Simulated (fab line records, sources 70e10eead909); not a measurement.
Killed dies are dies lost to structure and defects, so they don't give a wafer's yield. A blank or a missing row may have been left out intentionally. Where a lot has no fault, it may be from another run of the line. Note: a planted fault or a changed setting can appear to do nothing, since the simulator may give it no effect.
Chamber matching    flow nand harc    4 sister chambers for NHARC_A_STAIRCASE_DESCUM_219 on rie diel-12
The step chemistry O2, time 3 s. 4 wafers are shown with their chamber, then 9 later ones without.

EACH WAFER AND ITS CHAMBER
wafer   chamber  showerhead plenum p Torr (Torr)
L082.3  3        1.99
L088.1  0        2.07
L088.2  1        1.97
L088.3  2        1.82

WAFERS WITH NO CHAMBER GIVEN
wafer   showerhead plenum p Torr (Torr)
L088.4  1.98
L088.5  1.98
L088.6  2.07
L095.2  1.98
L095.4  1.81
L095.5  1.81
L097.1  1.95
L097.3  1.81
L097.5  1.81

WHICH CHAMBER EACH WENT THROUGH
wafer   from the rows above      in truth
L088.4  can't be placed: 1 or 3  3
L088.5  can't be placed: 1 or 3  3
L088.6  0                        0
L095.2  can't be placed: 1 or 3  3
L095.4  2                        2
L095.5  2                        2
L097.1  can't be placed: 1 or 3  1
L097.3  2                        2
L097.5  2                        2
5 of 9 placed correctly. Not placeable from these rows: 4 (in 4, the candidates include the true chamber). Placed wrongly: 0.
How it was worked out, from the rows above alone: a wafer's distance from a chamber is the root of the sum, over the readings, of the square of ((its reading less the chamber's mean) divided by the reading's scatter). The wafer belongs to the nearest chamber; if the next one is less than 2 further off, it can't be placed. For every chamber, the mean is computed from those of its wafers that are shown. The scatter (one wafer shown for each chamber): square how far every hidden wafer sits from the nearest shown wafer, average those squares and take the square root.
